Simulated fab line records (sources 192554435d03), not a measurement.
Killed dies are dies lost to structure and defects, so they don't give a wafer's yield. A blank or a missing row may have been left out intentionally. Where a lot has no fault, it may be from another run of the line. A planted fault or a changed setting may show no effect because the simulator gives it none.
8D (eight disciplines) problem report, filled in by code | flow n5_finfet | the parts of the form that need people (team, actions taken, sign-off) are left out

== 1. PROBLEM STATEMENT ==
Wafers with no fault read 75 with a standard deviation of 26, whereas raw_defect_count at N5_BEOL_M3_INSPECT_59 reads a mean of 683 on 1 wafer of 1 lot. Measured from the usual mean, that is +23 standard deviations.
The step: inspects for defects (darkfield).
The first sign was on wafer L557.3 at day 12 07:35, on defect_inspect-02. The record has a number at this step for 28 wafers belonging to 10 lots. Rule for "out", or "out of limits": more than 4 standard deviations from the usual mean. Any other wafer with a number is counted as sound.

== 2. WHAT IT IS, AND WHAT IT ISN'T ==
question                    | is                | is not
which readings at this step | raw_defect_count  | -
which lots                  | L557              | L542, L543, L545, L548, L549, L559, L562, L563, L564
which wafers of those lots  | L557.3            | L557.1, L557.6
read on which gauges        | defect_inspect-02 | defect_inspect-01
when                        | from day 12 07:35 | up to then (15 sound wafers); but 12 sound wafers of L559, L562, L563, L564 came after

== 3. WHAT RULES OUT EACH SUSPECT ==
Counting: any tool at a process step up to the reading remains a suspect provided it ran every lot that is out. Sound lots after the first of them don't rule it out here, since some wafers of a struck lot are sound.
- the gauge at N5_BEOL_M3_INSPECT_59 is ruled out. All the wafers that are out were read on defect_inspect-02, but those of them that N5_PASSIVATION_PROBE_49 has rows for are out there too, on other tools.
- pvd_sputter-01 at N5_BEOL_M3_ANNEAL_93 (time 240 s): kept. It processed L557, the lot that is out, at day 12 06:08, and its most recent sound lot before then was L549 at day 10 07:50.
- pvd_sputter-01 at N5_BEOL_M3_SPUTTER_94 (material Cu, target thk 4.5 nm, time 8.29 s): kept. It processed L557, the lot that is out, at day 12 06:17, and its most recent sound lot before then was L549 at day 10 07:58.
- pecvd-02 at N5_BEOL_M3_DEP_57 (deposits SiCN from 3MS/NH3, target thk 8 nm, time 14 s): kept. It processed L557, the lot that is out, at day 12 07:29, and its most recent sound lot before then was L543 at day 7 20:33.
- Within pecvd-02 at N5_BEOL_M3_DEP_57, the wafers that are out were processed in chamber 2 and their sound lot-mates in chamber 1.
Left after counting: pvd_sputter-01 at N5_BEOL_M3_ANNEAL_93, pvd_sputter-01 at N5_BEOL_M3_SPUTTER_94, pecvd-02 at N5_BEOL_M3_DEP_57.

== 4. THE CAUSE (what the simulator had put in) ==
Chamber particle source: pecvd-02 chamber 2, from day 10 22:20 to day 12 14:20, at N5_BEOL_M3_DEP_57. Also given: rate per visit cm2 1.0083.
Counting leaves 3 suspects; this tool is one of them.

== 5. THE CHAIN OF EFFECTS, in route order ==
Each row: a reading whose mean over the struck wafers that have a number lies more than 3 standard deviations from the usual. Readings are gone through only where the record gives a usual standard deviation; hours: the median, over the lots, of the time from a lot's start at the first step in this table giving one to that lot's start at this step; sigmas: the change measured in usual standard deviations.
hours | step                    | reading              | usual  | on struck wafers | change | sigmas
0     | N5_BEOL_M3_INSPECT_59   | raw_defect_count     | 75     | 683              | +608   | +23
1     | N5_BEOL_M4_INSPECT_13   | raw_defect_count     | 429    | 1145             | +716   | +7.2
120   | N5_PASSIVATION_PROBE_49 | defect_limited_yield | 91.6 % | 85.5             | -6.1   | -4.4
120   | N5_PASSIVATION_PROBE_49 | killed_at_M0_to_M3   | 33     | 126              | +93    | +9.3
120   | N5_PASSIVATION_PROBE_49 | killed_dies          | 99     | 171              | +72    | +4.5
120   | N5_PASSIVATION_PROBE_49 | sort_bin_5_function  | 4.9 %  | 10.2             | +5.3   | +5.9
120   | N5_PASSIVATION_PROBE_49 | sort_n_pass          | 1081   | 1009             | -72    | -4.2
120   | N5_PASSIVATION_PROBE_49 | sort_yield_pct       | 91.6 % | 85.5             | -6.1   | -4.4
Its process steps:
- N5_PASSIVATION_PROBE_49
At these later measuring or inspecting steps, every struck wafer for which the step has a row has a number for every such reading, and none has moved that far: N5_BEOL_M4_RC_MEAS_101.

== 6. HOW IT WOULD HAVE BEEN CAUGHT EARLIER ==
Counted from the fault's start at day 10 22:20, it took 33 hours until the first out-of-limits reading at a measuring or inspecting step in this record, taken at day 12 07:35.
Of the tool readings at N5_BEOL_M3_DEP_57 for which the record gives a usual standard deviation, none was out on any struck wafer, so an alarm limit of 4 standard deviations on them would not have fired.
The start of N5_BEOL_M3_DEP_57 on pecvd-02 came by day 12 07:35 for every one of the lots that are out (1). Tool hold at that time: it would have spared none of them.
